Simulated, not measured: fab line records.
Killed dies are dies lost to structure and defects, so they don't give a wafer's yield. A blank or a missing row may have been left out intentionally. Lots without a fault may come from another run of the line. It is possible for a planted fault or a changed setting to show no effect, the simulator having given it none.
fab line records | flow n5_finfet | part 2 of 2: steps 5 to 6 of 6
[record] lots = 22 | wafers = 66 | last_day = 17
route steps=1938 shown FIN_SAQP@102
lots with no fault: from the same line, run without faults
start_h: start of the lot's first displayed wafer, in hours after the record's first day | wait_h: hours from the lot's prior step to this one | " same as the row above | L1.1+2: several wafers, shown together as one row | - no value present, or no start provided | * or withheld: withheld | < > ~ a bound
route shown NAME@n: NAME is a module with steps in the file, n the number in the route of the first one | usual: mean and standard deviation over wafers with no fault | same: alike in all rows | chamber/n: place in a boat | sites: readings site by site | _std_site: standard deviation across them | _edge_site: mean of outer sites minus mean of inner sites | radius_mm: for every site, how far away it sits from the centre of the wafer | mask NAME#n: copy n | behind: the tool/chamber that last shaped the wafer | hold: why the lot was held/for how many hours/how that ended | device: the n, p or np transistor that did not switch | end of line: the same wafers' tests at the end of the route | where a step has no rows: the recipe by itself | killed: at the first sort, the dies lost to defects and structure; wafer yield is something else | map: a wafer's dies, marking killed ones x, the rest . and places with no die _
set.NAME: the setting the step ran with; set.NAME@STEP: the setting that earlier step ran with | model.NAME: the simulator's own value behind a step, which no gauge read
the route's steps for a sample of lots (tables are steps, rows are wafers)
services: from which hour (start_h, from the record's first day; less than 0 if before it) a tool's chamber was out of use, for how many hours, and why
[[steps]]
[step N5_FIN_SAQP_ETCH_67]
[recipe] chemistry = CH3F/O2 | target = SiNx | target_depth_a = 300 | mask_material = SOC | pressure_mtorr = 30 | source_w = 395 | bias_w = 73 | Ar_flow_sccm = 150 | CH3F_flow_sccm = 30 | O2_flow_sccm = 20 | ion_energy_ev = 120
[usual] O2_flow_sccm = 20.00/0.063 | drypump_motor_current_A = 5.6/0.48 | oes_product_au = 0.83/0.1 | rf_vpp_V = 297/3.1 | showerhead_plenum_p_Torr = 2.02/0.048 | throttle_valve_pct = 16.26/0.25
lot.wafer | tool        | chamber | start_h | wait_h | O2_flow_sccm | drypump_motor_current_A | oes_product_au | rf_hours_counter_h | rf_vpp_V | showerhead_plenum_p_Torr | throttle_valve_pct
L074.1    | rie_diel-04 | 3       | 25.22   | 0.0    | 20.11        | 5.5                     | 0.86           | 56                 | 300      | 2.04                     | 16.27
L074.3    | "           | 1       | "       | "      | 20.01        | 5.5                     | 0.76           | 146                | 295      | 1.99                     | 16.38
L074.6    | "           | 2       | "       | "      | 19.97        | 5.1                     | 0.67           | -                  | 297      | 2.05                     | 16.46
L075.1    | rie_diel-06 | 1       | 30.48   | 0.0    | 20.00        | 5.3                     | 0.69           | 222                | 298      | 2.06                     | 16.71
L075.4    | "           | 3       | "       | "      | 20.04        | 5.0                     | 0.76           | 170                | 295      | 1.99                     | 16.44
L075.5    | "           | 1       | "       | "      | 19.90        | 5.3                     | 0.69           | -                  | 297      | 2.06                     | 16.72
L076.2    | rie_diel-06 | 0       | 38.10   | 0.0    | 19.98        | 5.8                     | 0.75           | 154                | 296      | 2.00                     | 16.30
L076.3    | "           | 3       | "       | "      | 20.05        | 5.0                     | 0.75           | 173                | 294      | 1.99                     | 16.45
L076.6    | "           | 1       | "       | "      | 19.95        | 5.3                     | 0.68           | -                  | 296      | 2.06                     | 16.71
L077.3    | rie_diel-04 | 0       | 45.98   | 0.0    | 19.99        | 6.2                     | 0.94           | 8                  | 302      | 2.06                     | 15.82
L077.4    | "           | 2       | "       | "      | 19.98        | 5.1                     | 1.03           | 1                  | 298      | 2.05                     | 16.01
L077.6    | "           | 1       | "       | "      | 20.04        | 5.5                     | 0.76           | -                  | 295      | 1.99                     | 16.40
L078.1    | rie_diel-04 | 2       | 48.64   | 0.0    | 19.98        | 5.2                     | 1.02           | 1                  | 298      | 2.05                     | 16.01
L078.3    | "           | 1       | "       | "      | 20.11        | 5.6                     | 0.75           | 156                | 295      | 1.99                     | 16.39
L078.5    | "           | 0       | "       | "      | 19.99        | 6.2                     | 0.93           | -                  | 302      | 2.06                     | 15.83
L079.1    | rie_diel-04 | 1       | 55.28   | 0.0    | 20.07        | 5.5                     | 0.74           | 159                | 296      | 1.99                     | 16.39
L079.5    | "           | 1       | "       | "      | 20.15        | 5.5                     | 0.74           | -                  | 295      | 1.99                     | 16.42
L079.6    | "           | 0       | "       | "      | 20.06        | 6.2                     | 0.91           | -                  | 302      | 2.05                     | 15.81
L080.1    | rie_diel-04 | 2       | 61.15   | 0.0    | 19.99        | 5.1                     | 0.99           | 6                  | 298      | 2.05                     | 16.01
L080.4    | "           | 1       | "       | "      | 19.88        | 5.5                     | 0.75           | 161                | 293      | 1.99                     | 16.41
L080.6    | "           | 1       | "       | "      | 19.97        | 5.5                     | 0.74           | -                  | 294      | 1.99                     | 16.39
L081.4    | rie_diel-02 | 2       | 67.87   | 0.0    | 20.05        | 4.9                     | 0.84           | 63                 | 295      | 2.02                     | 16.38
L081.5    | "           | 3       | "       | "      | 20.12        | 5.9                     | 0.99           | -                  | 301      | 2.13                     | 15.98
L081.6    | "           | 2       | "       | "      | 20.06        | 5.0                     | 0.84           | -                  | 295      | 2.02                     | 16.40
L082.2    | rie_diel-04 | 2       | 73.37   | 0.0    | 19.94        | 5.1                     | 0.98           | 10                 | 296      | 2.05                     | 16.02
L082.3    | "           | 1       | "       | "      | 19.94        | 5.5                     | 0.73           | 165                | 294      | 1.99                     | 16.41
L082.6    | "           | 0       | "       | "      | 20.00        | 6.3                     | 0.89           | -                  | 301      | 2.05                     | 15.83
L083.1    | rie_diel-02 | 0       | 80.12   | 0.0    | 20.04        | 5.0                     | 0.68           | 220                | 294      | 1.90                     | 16.64
L083.2    | "           | 3       | "       | "      | 19.94        | 5.9                     | 0.97           | 7                  | 300      | 2.13                     | 16.01
L083.4    | "           | 2       | "       | "      | 19.98        | 4.9                     | 0.83           | 68                 | 296      | 2.02                     | 16.42
L084.1    | rie_diel-04 | 0       | 85.18   | 0.0    | 19.99        | 6.3                     | 0.90           | 23                 | 301      | 2.05                     | 15.85
L084.2    | "           | 1       | "       | "      | 20.09        | 5.5                     | 0.74           | 169                | 295      | 1.99                     | 16.42
L084.3    | "           | 3       | "       | "      | 19.98        | 5.5                     | 0.83           | 78                 | 301      | 2.03                     | 16.31
L085.2    | rie_diel-04 | 0       | 93.22   | 0.0    | 20.06        | 6.2                     | 0.89           | 24                 | 302      | 2.05                     | 15.84
L085.3    | "           | 1       | "       | "      | 20.02        | 5.5                     | 0.74           | 172                | 295      | 1.99                     | 16.43
L085.4    | "           | 3       | "       | "      | 19.89        | 5.5                     | 0.82           | 80                 | 302      | 2.03                     | 16.32
L086.2    | rie_diel-02 | 2       | 96.30   | 0.0    | 20.06        | 4.9                     | 0.82           | 73                 | 295      | 2.02                     | 16.41
L086.3    | "           | 0       | "       | "      | 20.07        | 5.0                     | 0.68           | 225                | 293      | 1.90                     | 16.63
L086.5    | "           | 3       | "       | "      | 20.06        | 5.9                     | 0.96           | -                  | 302      | 2.13                     | 16.01
L088.1    | rie_diel-04 | 2       | 108.96  | 0.0    | 20.09        | 5.2                     | 0.98           | 20                 | 296      | 2.05                     | 16.03
L088.3    | "           | 0       | "       | "      | 20.02        | 6.3                     | 0.89           | 31                 | 303      | 2.05                     | 15.86
L088.4    | "           | 0       | "       | "      | 20.09        | 6.3                     | 0.88           | -                  | 301      | 2.05                     | 15.85
L089.3    | rie_diel-04 | 1       | 114.67  | 0.0    | 19.96        | 5.5                     | 0.73           | 179                | 294      | 1.98                     | 16.44
L089.5    | "           | 2       | "       | "      | 20.03        | 5.2                     | 0.95           | -                  | 297      | 2.05                     | 16.03
L089.6    | "           | 3       | "       | "      | 19.94        | 5.5                     | 0.81           | -                  | 300      | 2.03                     | 16.34
L090.2    | rie_diel-06 | 3       | 121.12  | 0.0    | 20.08        | 5.0                     | 0.72           | 203                | 294      | 1.98                     | 16.52
L090.5    | "           | 0       | "       | "      | 20.01        | 5.8                     | 0.73           | -                  | 297      | 1.99                     | 16.35
L090.6    | "           | 2       | "       | "      | 20.09        | 6.1                     | 0.89           | -                  | 298      | 1.96                     | 16.22
L091.2    | rie_diel-02 | 3       | 126.21  | 0.0    | 20.02        | 5.9                     | 0.92           | 24                 | 301      | 2.12                     | 16.04
L091.5    | "           | 3       | "       | "      | 20.04        | 5.9                     | 0.92           | -                  | 302      | 2.12                     | 16.05
L091.6    | "           | 2       | "       | "      | 19.93        | 5.0                     | 0.82           | -                  | 294      | 2.01                     | 16.44
L092.1    | rie_diel-06 | 3       | 132.50  | 0.0    | 19.98        | 5.0                     | 0.73           | 208                | 293      | 1.98                     | 16.52
L092.4    | "           | 0       | "       | "      | 19.93        | 5.8                     | 0.73           | 188                | 294      | 1.99                     | 16.37
L092.6    | "           | 1       | "       | "      | 19.93        | 5.3                     | 0.95           | -                  | 298      | 2.05                     | 16.29
L094.1    | rie_diel-04 | 1       | 146.69  | 0.0    | 19.96        | 5.5                     | 0.73           | 188                | 293      | 1.98                     | 16.45
L094.2    | "           | 0       | "       | "      | 20.10        | 6.2                     | 0.86           | 44                 | 302      | 2.04                     | 15.87
L094.6    | "           | 2       | "       | "      | 20.12        | 5.2                     | 0.93           | -                  | 298      | 2.04                     | 16.07
L095.1    | rie_diel-02 | 0       | 154.67  | 0.0    | 19.88        | 5.0                     | 0.67           | 248                | 292      | 1.89                     | 16.68
L095.2    | "           | 3       | "       | "      | 19.86        | 5.9                     | 0.91           | 34                 | 301      | 2.12                     | 16.05
L095.4    | "           | 2       | "       | "      | 19.94        | 4.9                     | 0.81           | 96                 | 295      | 2.01                     | 16.46
L096.2    | rie_diel-06 | 2       | 160.39  | 0.0    | 20.06        | 6.1                     | 0.86           | 34                 | 296      | 1.96                     | 16.25
L096.4    | "           | 3       | "       | "      | 20.04        | 5.0                     | 0.72           | 217                | 294      | 1.98                     | 16.53
L096.5    | "           | 1       | "       | "      | 19.93        | 5.3                     | 0.92           | -                  | 298      | 2.05                     | 16.28
L097.1    | rie_diel-06 | 0       | 163.98  | 0.0    | 19.99        | 5.8                     | 0.72           | 199                | 296      | 1.99                     | 16.36
L097.2    | "           | 1       | "       | "      | 19.97        | 5.3                     | 0.92           | 12                 | 298      | 2.04                     | 16.30
L097.5    | "           | 1       | "       | "      | 20.00        | 5.3                     | 0.91           | -                  | 299      | 2.05                     | 16.29
[step N5_FIN_SAQP_HM_CD_35]
[recipe] target_cd_nm = 8 | polarity = line
[usual] cd_nm = 8.12/0.23
lot.wafer | tool      | chamber | start_h | wait_h | cd_nm
L074.1    | cd_sem-02 | -       | 26.41   | 0.1    | 8.09
L074.3    | "         | -       | "       | "      | 7.89
L074.6    | "         | -       | "       | "      | 8.20
L075.1    | cd_sem-03 | -       | 31.52   | 0.1    | 7.91
L075.4    | "         | -       | "       | "      | 8.29
L075.5    | "         | -       | "       | "      | 8.07
L076.2    | cd_sem-03 | -       | 39.13   | 0.1    | 8.11
L076.3    | "         | -       | "       | "      | 8.13
L076.6    | "         | -       | "       | "      | 8.13
L077.3    | cd_sem-02 | -       | 47.01   | 0.1    | 8.59
L077.4    | "         | -       | "       | "      | 8.07
L077.6    | "         | -       | "       | "      | 8.01
L078.1    | cd_sem-02 | -       | 49.67   | 0.1    | 7.61
L078.3    | "         | -       | "       | "      | 8.39
L078.5    | "         | -       | "       | "      | 7.93
L079.1    | cd_sem-02 | -       | 56.32   | 0.1    | 8.04
L079.5    | "         | -       | "       | "      | 7.96
L079.6    | "         | -       | "       | "      | 7.95
L080.1    | cd_sem-01 | -       | 62.18   | 0.1    | 8.28
L080.4    | "         | -       | "       | "      | 8.08
L080.6    | "         | -       | "       | "      | 8.11
L081.4    | cd_sem-01 | -       | 68.91   | 0.1    | 8.14
L081.5    | "         | -       | "       | "      | 8.27
L081.6    | "         | -       | "       | "      | 8.23
L082.2    | cd_sem-03 | -       | 74.42   | 0.1    | 8.28
L082.3    | "         | -       | "       | "      | 8.56
L082.6    | "         | -       | "       | "      | 8.14
L083.1    | cd_sem-01 | -       | 81.16   | 0.1    | 8.20
L083.2    | "         | -       | "       | "      | 8.01
L083.4    | "         | -       | "       | "      | 8.21
L084.1    | cd_sem-02 | -       | 86.21   | 0.1    | 7.97
L084.2    | "         | -       | "       | "      | 8.00
L084.3    | "         | -       | "       | "      | 8.09
L085.2    | cd_sem-03 | -       | 94.81   | 0.1    | 8.11
L085.3    | "         | -       | "       | "      | 8.39
L085.4    | "         | -       | "       | "      | 8.16
L086.2    | cd_sem-02 | -       | 97.94   | 0.1    | 7.76
L086.3    | "         | -       | "       | "      | 8.43
L086.5    | "         | -       | "       | "      | 8.00
L088.1    | cd_sem-03 | -       | 110.07  | 0.1    | 8.17
L088.3    | "         | -       | "       | "      | 8.01
L088.4    | "         | -       | "       | "      | 8.09
L089.3    | cd_sem-03 | -       | 115.81  | 0.1    | 8.43
L089.5    | "         | -       | "       | "      | 8.00
L089.6    | "         | -       | "       | "      | 8.35
L090.2    | cd_sem-01 | -       | 122.28  | 0.1    | 8.07
L090.5    | "         | -       | "       | "      | 8.16
L090.6    | "         | -       | "       | "      | 7.85
L091.2    | cd_sem-03 | -       | 127.24  | 0.1    | 7.91
L091.5    | "         | -       | "       | "      | 8.18
L091.6    | "         | -       | "       | "      | 8.24
L092.1    | cd_sem-01 | -       | 134.14  | 0.1    | 7.68
L092.4    | "         | -       | "       | "      | 8.26
L092.6    | "         | -       | "       | "      | 7.92
L094.1    | cd_sem-01 | -       | 151.36  | 0.1    | 8.39
L094.2    | "         | -       | "       | "      | 8.17
L094.6    | "         | -       | "       | "      | 7.70
L095.1    | cd_sem-03 | -       | 156.96  | 0.1    | 8.46
L095.2    | "         | -       | "       | "      | 8.06
L095.4    | "         | -       | "       | "      | 8.12
L096.2    | cd_sem-02 | -       | 161.43  | 0.1    | 7.94
L096.4    | "         | -       | "       | "      | 8.56
L096.5    | "         | -       | "       | "      | 7.68
L097.1    | cd_sem-01 | -       | 165.01  | 0.1    | 8.02
L097.2    | "         | -       | "       | "      | 8.16
L097.5    | "         | -       | "       | "      | 8.07
[[services]]
tool        | chamber | start_h | hours | kind
rie_si-03   | 2       | -2.31   | 12.8  | repair
pecvd-04    | -       | 0.07    | 77.6  | repair
pecvd-01    | 1       | 8.37    | 2.3   | repair
pecvd-03    | -       | 15.05   | 0.3   | repair
rie_diel-02 | -       | 21.43   | 1.6   | repair
rie_diel-02 | 3       | 29.96   | 10.2  | repair
rie_si-03   | -       | 32.69   | 2.8   | pm
rie_diel-06 | 2       | 42.32   | -     | clean
rie_diel-06 | 2       | 42.32   | -     | consumable_replace:focus_ring
rie_diel-06 | 2       | 42.32   | 20.1  | scheduled_down
rie_diel-06 | 2       | 42.32   | 20.1  | vent_cycle
pecvd-03    | -       | 43.62   | 0.8   | repair
rie_si-03   | 0       | 51.45   | 1.3   | repair
rie_si-03   | -       | 54.70   | 14.6  | pm
rie_si-04   | -       | 56.83   | 10.6  | repair
rie_diel-06 | -       | 60.80   | 0.3   | repair
pecvd-01    | 0       | 78.76   | 31.7  | repair
rie_diel-06 | 1       | 107.30  | -     | clean
rie_diel-06 | 1       | 107.30  | -     | consumable_replace:focus_ring
rie_diel-06 | 1       | 107.30  | 20.1  | scheduled_down
rie_diel-06 | 1       | 107.30  | 20.1  | vent_cycle
rie_diel-04 | 1       | 107.47  | 3.4   | repair
pecvd-01    | -       | 130.28  | 0.3   | repair
rie_diel-06 | -       | 153.59  | 1.2   | repair
